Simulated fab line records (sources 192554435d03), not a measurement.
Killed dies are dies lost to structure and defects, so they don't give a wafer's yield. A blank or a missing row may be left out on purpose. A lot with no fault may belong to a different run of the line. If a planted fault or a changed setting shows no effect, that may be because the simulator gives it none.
Split-lot trial    flow n5-finfet    39 wafers read from 7 lots, route of 1938 steps

== THE SPLIT ==
At N5_MIM_TOP_SPUTTER_03 (material TiN, target thk 35 nm, time 89.7 s), the setting target-thk-a was moved away from the recipe's 350 angstrom on 15 of the 39 wafers read, by -48.1% to -15.5%. For the rest of the wafers, this setting stayed at what the recipe calls for.

The reading comes from the split's own step.

== THE READING ==
TiN_of_MIM_TOP_SPUTTER_03.thk-nm (the simulator's own value, which no gauge read), in nm, at N5_MIM_TOP_SPUTTER_03 (material TiN, target thk 35 nm, time 89.7 s). The file gives no usual value for it. The 24 wafers here that ran the recipe average 35.0 nm, standard deviation 0.44 nm.

wafer   tool, chamber at the split  target-thk-a as run, angstrom  against the recipe  TiN_of_MIM_TOP_SPUTTER_03.thk-nm, nm  against lot-mates on the recipe
L079.1  pvd-sputter-02, -           350                            recipe              34.4                                  -
L079.2  pvd-sputter-02, -           350                            recipe              34.8                                  -
L079.4  pvd-sputter-02, -           350                            recipe              34.8                                  -
L079.5  pvd-sputter-02, -           350                            recipe              34.8                                  -
L079.3  pvd-sputter-02, -           350                            recipe              34.6                                  -
L079.6  pvd-sputter-02, -           350                            recipe              35                                    -
L084.1  pvd-sputter-02, -           350                            recipe              35                                    -
L084.6  pvd-sputter-02, -           350                            recipe              35                                    -
L084.2  pvd-sputter-02, -           237.5                          -32.1%              24.6                                  -10.5
L084.3  pvd-sputter-02, -           237.5                          -32.1%              24.2                                  -10.9
L084.4  pvd-sputter-02, -           237.5                          -32.1%              23.8                                  -11.3
L084.5  pvd-sputter-02, -           350                            recipe              35.2                                  -
L085.1  pvd-sputter-02, -           214.5                          -38.7%              21                                    -14.0
L085.2  pvd-sputter-02, -           214.5                          -38.7%              21.2                                  -13.8
L085.5  pvd-sputter-02, -           214.5                          -38.7%              21.2                                  -13.8
L085.3  pvd-sputter-02, -           350                            recipe              34.8                                  -
L085.4  pvd-sputter-02, -           350                            recipe              35.2                                  -
L085.6  pvd-sputter-02, -           350                            recipe              35                                    -
L092.1  pvd-sputter-03, -           264.3                          -24.5%              26.8                                  -7.9
L092.2  pvd-sputter-03, -           350                            recipe              34.8                                  -
L092.3  pvd-sputter-03, -           350                            recipe              35                                    -
L092.4  pvd-sputter-03, -           350                            recipe              34.4                                  -
L092.5  pvd-sputter-03, -           264.3                          -24.5%              27                                    -7.7
L092.6  pvd-sputter-03, -           264.3                          -24.5%              26                                    -8.7
L094.1  pvd-sputter-03, -           295.8                          -15.5%              30.2                                  -4.7
L094.2  pvd-sputter-03, -           295.8                          -15.5%              29.2                                  -5.7
L094.3  pvd-sputter-03, -           295.8                          -15.5%              29.4                                  -5.5
L094.4  pvd-sputter-03, -           350                            recipe              35.2                                  -
L094.5  pvd-sputter-03, -           350                            recipe              34.8                                  -
L094.6  pvd-sputter-03, -           350                            recipe              34.6                                  -
L095.1  pvd-sputter-01, -           181.7                          -48.1%              19                                    -17.0
L095.3  pvd-sputter-01, -           181.7                          -48.1%              19                                    -17.0
L095.6  pvd-sputter-01, -           181.7                          -48.1%              19                                    -17.0
L095.2  pvd-sputter-01, -           350                            recipe              36                                    -
L095.4  pvd-sputter-01, -           350                            recipe              36                                    -
L095.5  pvd-sputter-01, -           350                            recipe              36                                    -
L097.1  pvd-sputter-03, -           350                            recipe              35.2                                  -
L097.2  pvd-sputter-03, -           350                            recipe              34.6                                  -
L097.5  pvd-sputter-03, -           350                            recipe              35                                    -

THE FIT
A straight line over all 39 wafers: TiN_of_MIM_TOP_SPUTTER_03.thk-nm changes by +0.342 nm for each +1% of target-thk-a; r = +1.00; the points scatter about the line by 0.46 nm.
The same after taking each lot's own level away (the mean of its wafers on the recipe; 39 wafers): +0.35 nm for each +1%; r = +1.00; scatter 0.32 nm.
That fit puts the effect of the largest move of target-thk-a on the reading at 17 nm.
The lots' own levels span 34.73 to 36.00 nm, that is 2.9 times the standard deviation above.
Hence the lot-to-lot level has little effect on the slope; both slopes agree.
Check: -16.8 nm against its lot-mates is what the line predicts for one of the wafers moved furthest among these (-48.1%) when that wafer is left out of the fit. It came out at -17 nm against them.

== THE OTHER SPLITS THESE WAFERS WENT THROUGH ==
Before the reading, these wafers also passed through other splits. Each is held against what the fit with the lots' levels taken away leaves over:
other split on the same wafers     wafers away from the commonest value  r with TiN_of_MIM_TOP_SPUTTER_03.thk-nm (lot level and that fit taken away)
N5_BEOL_M9_ETCH_62 target-depth-a  12                                    +0.10
N5_BEOL_M14_TRENCH_ETCH_34 time-s  18                                    +0.21

== THE FILE'S OWN FIT ==
TiN_of_MIM_TOP_SPUTTER_03.thk-nm changes by +0.349 nm for each +1% of target-thk-a, r = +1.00.
